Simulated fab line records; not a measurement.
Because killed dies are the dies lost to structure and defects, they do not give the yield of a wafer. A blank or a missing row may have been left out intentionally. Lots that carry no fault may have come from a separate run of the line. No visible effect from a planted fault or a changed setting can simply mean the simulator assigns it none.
Matching of chambers	flow n5Finfet	pecvd-03 running N5_BEOL_M14_ILD_DEP_00: 3 sister chambers
The step deposits SiO2 from TEOS/O2, target thk 1119.3 nm, time 237.4 s. 3 wafers are shown with their chamber, then 9 later ones without.

WAFERS, EACH WITH ITS CHAMBER
wafer	chamber	throttleValvePct (%)
L092.6	2	18.2
L090.3	0	19.7
L090.4	1	19.3

WAFERS MISSING THEIR CHAMBER
wafer	throttleValvePct (%)
L091.1	19.9
L091.2	19.4
L091.3	18.2
L096.1	18.4
L096.2	19.6
L096.4	20.0
L097.2	19.9
L097.3	19.5
L097.5	18.4

THE CHAMBER EACH PASSED THROUGH
wafer	from the rows above	in truth
L091.1	0	0
L091.2	can't be placed: 1 or 0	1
L091.3	2	2
L096.1	2	2
L096.2	can't be placed: 0 or 1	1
L096.4	0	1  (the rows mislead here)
L097.2	0	0
L097.3	can't be placed: 0 or 1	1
L097.5	2	2
Placed correctly: 5 of 9. From these rows, 3 cannot be placed; in 3 the true chamber is one of the candidates. Number placed wrongly: 1.
How it was worked out, from the rows above alone: a wafer's distance from a chamber is the root of the sum, over the readings, of the square of ((its reading less the chamber's mean) divided by the reading's scatter). If the next closest chamber is less than 2 further off than the closest, the wafer can't be placed; otherwise it belongs to the closest. The mean given for a chamber averages the wafers shown for that chamber. The scatter: root of mean squared gap, hidden wafer to nearest shown wafer, with one shown wafer a chamber.
